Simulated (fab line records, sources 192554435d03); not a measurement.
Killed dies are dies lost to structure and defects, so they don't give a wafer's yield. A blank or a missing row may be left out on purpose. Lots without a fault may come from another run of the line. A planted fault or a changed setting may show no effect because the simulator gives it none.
A struck lot beside a sound one | flow n5_finfet | 36 steps out of a route of 1938
Sound: wafers L249.1, L249.3, L249.6. Struck: wafer L245.6. (L245.2, L245.3 of the same lot were not struck and are left out.) The cause comes at the end.
At each step with rows: each side's tool, then ch and its chambers, then its first start. Under that, the readings that differ: sound wafers | struck wafers | difference of the means | sigmas: that difference in standard deviations of wafers without a fault.
alike: readings whose means differ by less than 2 such deviations, and words and numbers that are the same on both sides. not compared: withheld readings, readings that some wafer has no value for, bounds like >300 that may hide the same value, and numbers for which the record gives no deviation and whose values overlap.
The two part at a step that has a row with sigmas, a row that says differs or no value, or rows on one side only. Numbers that don't overlap but have no deviation are shown without sigmas and don't part them. A reading that every wafer of one side lacks parts them only if that side has two wafers or more.

first, 9 steps without rows for these wafers: N5_MOL_CONTACT_COAG_COAT_77 (time 60 s, resist thk 10 nm); N5_MOL_CONTACT_COAG_COAT_78 (resist thk 40 nm); N5_MOL_CONTACT_COAG_EBR_80; N5_MOL_CONTACT_COAG_SOFTBAKE_79 (time 60 s); N5_MOL_CONTACT_COAG_EXPOSE_81 (exposes mask VG, defocus 0 nm); N5_MOL_CONTACT_COAG_PEB_82 (peb time 60 s); N5_MOL_CONTACT_COAG_DEVELOP_83 (develop time 30 s); N5_MOL_CONTACT_COAG_DESCUM_88 (chemistry O2, time 7 s); N5_MOL_CONTACT_COAG_ETCH_89 (etches underlayer in N2/H2, target depth 13 nm, time 10.4 s).
N5_MOL_CONTACT_COAG_ETCH_90: etches SiARC in CF4, target depth 13 nm, time 21.7 s.
  sound on rie_diel-03 ch 0,2,3, day 9 13:37; struck on rie_diel-01 ch 3, day 8 11:28
  alike: drypump_motor_current_A, etch_rf_on_time_s, oes_product_au, rf_vpp_V, showerhead_plenum_p_Torr, throttle_valve_pct
  not compared: rf_hours_counter_h
then, 22 steps without rows for these wafers: N5_MOL_CONTACT_COAG_ALD_131 (deposits SiO2, target thk 5 nm, pulse time 1 s, co reactant pulse time 1 s); N5_MOL_CONTACT_COAG_ETCHBACK_132 (etches SiO2 in CHF3, target depth 10 nm, time 6.7 s); N5_MOL_CONTACT_COAG_ETCH_91 (etches SOC in N2/H2, target depth 60 nm, overetch 21 nm, time 101.2 s); N5_MOL_CONTACT_COAG_STRIP_92 (strips in N2/H2); N5_MOL_CONTACT_COAG_STRIP_93 (strips in N2/H2); N5_MOL_CONTACT_COAG_ETCHBACK_135 (etches SiO2 in CHF3, target depth 25 nm, time 16.7 s); N5_MOL_CONTACT_COAG_STRIP_118 (strips in CHF3); N5_MOL_CONTACT_COAG_VIA_ETCH_46 (etches SiO2 in C4F6/O2, target depth 46 nm, overetch 9.2 nm, time 40 s); N5_MOL_CONTACT_COAG_STRIP_96 (strips in N2/H2); N5_MOL_CONTACT_COAG_ETCH_47 (etches SiNx in CH3F/O2, stops on W, target depth 27 nm); N5_MOL_CONTACT_COAG_STRIP_119 (strips in N2/H2, time 30 s); N5_MOL_CONTACT_COAG_PRECLEAN_144 (cleans in alkaline clean, time 60 s); N5_MOL_CONTACT_COAG_SRD_145 (time 30 s); N5_MOL_CONTACT_COAG_COAT_62 (time 60 s, resist thk 60 nm); N5_MOL_CONTACT_COAG_COAT_63 (time 60 s, resist thk 10 nm); N5_MOL_CONTACT_COAG_COAT_64 (time 60 s, resist thk 10 nm); N5_MOL_CONTACT_COAG_COAT_34 (resist thk 40 nm); N5_MOL_CONTACT_COAG_EBR_36; N5_MOL_CONTACT_COAG_SOFTBAKE_35 (time 60 s); N5_MOL_CONTACT_COAG_EXPOSE_37 (exposes mask VD, defocus 0 nm); N5_MOL_CONTACT_COAG_PEB_38 (peb time 60 s); N5_MOL_CONTACT_COAG_DEVELOP_39 (develop time 30 s).
N5_MOL_CONTACT_COAG_INSPECT_42: inspects for defects (brightfield).
  sound on defect_inspect-01, day 9 14:58; struck on defect_inspect-02, day 8 12:37
  reading          | sound       | struck | difference | sigmas
  raw_defect_count | 214 134 131 | 1199   | +1039      | +18
then, 1 step without rows for these wafers: N5_MOL_CONTACT_COAG_DESCUM_45 (chemistry O2, time 7 s).
-- the record jumps here: 3 days lie between the struck wafers' starts before and after (it left off in module MOL_CONTACT_COAG and takes up again in module BEOL_M4, whose first step shown is number 1111 of the route) --
N5_BEOL_M4_RC_MEAS_101:
  sound on prober-01 ch 0, day 12 17:19; struck on prober-02 ch 0, day 11 12:35
  alike: DIBL_N, DIBL_P, IOFF_N, IOFF_P, ION_N, ION_P, SS_N, SS_P, VT_N, VT_P
-- the record jumps here: 5 days lie between the struck wafers' starts before and after (it left off in module BEOL_M4 and takes up again in module PASSIVATION, whose first step shown is number 1936 of the route) --
N5_PASSIVATION_PROBE_49:
  the record has rows for the struck wafers here (prober-01, day 16 05:07) and none for the sound ones

WHERE THEY PART
First at N5_MOL_CONTACT_COAG_INSPECT_42; last, within this record, at N5_PASSIVATION_PROBE_49.

WHY: what the simulator had put in
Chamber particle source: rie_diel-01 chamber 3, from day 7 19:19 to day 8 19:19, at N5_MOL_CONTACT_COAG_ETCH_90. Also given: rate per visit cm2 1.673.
